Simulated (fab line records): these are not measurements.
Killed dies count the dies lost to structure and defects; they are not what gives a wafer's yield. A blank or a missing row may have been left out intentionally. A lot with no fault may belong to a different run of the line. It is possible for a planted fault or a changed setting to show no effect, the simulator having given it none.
A struck lot beside a sound one | flow n5Finfet | 15 steps out of a route of 1938
Sound: wafers L460.2, L460.3, L460.5. Wafers struck: L451.3, L451.5, L451.6. The cause is given at the end.
Per side, at each step with rows, come the tool, then ch with its chambers, and then its first start. Under that, the readings that differ: sound wafers | struck wafers | difference of the means | sigmas: that difference in standard deviations of wafers without a fault.
alike: readings with means less than 2 such deviations apart, plus words and numbers identical on both sides. not compared: withheld readings, readings lacking a value on some wafer, bounds such as >300 that could conceal the same value, and numbers that have no deviation in the record and whose values overlap.
The two part at a step that has a row with sigmas, a row that says differs or no value, or rows on one side only. Numbers that don't overlap but have no deviation are shown without sigmas and don't part them. A reading missing from all wafers of one side parts the sides only when that side holds two or more wafers.

N5_BEOL_M15_STRIP_36: strips in O2.
  sound on rieDiel-02 ch 1,2, day 19 17:18; struck on rieDiel-04 ch 0,3, day 17 14:50
reading                  | sound       | struck      | difference | sigmas
drypumpMotorCurrentA (A) | 5.0 4.8 4.8 | 6.1 6.1 5.6 | +1.1       | +2
  alike: oesProductAu, rfVppV, showerheadPlenumPTorr, throttleValvePct
  not compared: rfHoursCounterH
N5_BEOL_M15_STRIP_62: strips in O2.
  sound: rieDiel-02 ch 1,2; struck: rieDiel-04 ch 0,3
reading                  | sound       | struck      | difference | sigmas
drypumpMotorCurrentA (A) | 5.0 4.8 4.8 | 6.1 6.1 5.6 | +1.1       | +2
  alike: oesProductAu, rfVppV, showerheadPlenumPTorr, throttleValvePct
  not compared: rfHoursCounterH
N5_BEOL_M15_STRIP_37: strips in O2.
  sound: rieDiel-02 ch 1,2; struck: rieDiel-04 ch 0,3
reading                  | sound       | struck      | difference | sigmas
drypumpMotorCurrentA (A) | 5.0 4.8 4.9 | 6.1 6.1 5.7 | +1.1       | +2
  alike: oesProductAu, rfVppV, showerheadPlenumPTorr, throttleValvePct
  not compared: rfHoursCounterH
then, 4 steps without rows for these wafers: N5_BEOL_M15_ETCH_38 (etches SiCN in CF4/N2, target depth 106.4 nm, time 120.5 s); N5_BEOL_M15_PRECLEAN_39 (cleans in residue remover, time 60 s); N5_BEOL_M15_SRD_40 (time 30 s, dry time 30 s); N5_BEOL_M15_DEGAS_41 (time 60 s).
N5_BEOL_M15_PRE_CLEAN_42: time 30 s.
  sound on pvdSputter-02 at day 19 18:04; struck on pvdSputter-01 at day 17 15:16
  alike: heaterPowerW
then, 1 step without rows for these wafers: N5_BEOL_M15_SPUTTER_43 (material TaN, target thk 15 nm, time 24.19 s).
N5_BEOL_M15_SPUTTER_44: material Ta, target thk 15 nm, time 24.19 s.
  sound on pvdSputter-02 at day 19 18:11; struck on pvdSputter-01 at day 17 15:23
  alike: throttleValvePct
then, 2 steps without rows for these wafers: N5_BEOL_M15_SPUTTER_45 (material Cu, target thk 100 nm, time 16.67 s); N5_BEOL_M15_ECD_47 (material Cu, target thk 1860 nm).
N5_BEOL_M15_ANNEAL_48: time 90 s.
  struck on rtpAnneal-02, day 17 15:55; sound on rtpAnneal-02 ch 0, day 19 18:40
  no value came back on the struck wafers for annealTempC (C), annealTempCMax, wafer_temp_C_max; on the sound wafers annealTempC (C) reads 224.78 224.91 224.96
then, 2 steps without rows for these wafers: N5_BEOL_M15_CMP_49 (polishes, stops on SiO2, t overpolish 4.9 s, target thk 850 nm); N5_PASSIVATION_PROBE_49.

## WHERE THEY PART
First at N5_BEOL_M15_STRIP_36; last, within this record, at N5_BEOL_M15_ANNEAL_48.

WHY: what the simulator had put in
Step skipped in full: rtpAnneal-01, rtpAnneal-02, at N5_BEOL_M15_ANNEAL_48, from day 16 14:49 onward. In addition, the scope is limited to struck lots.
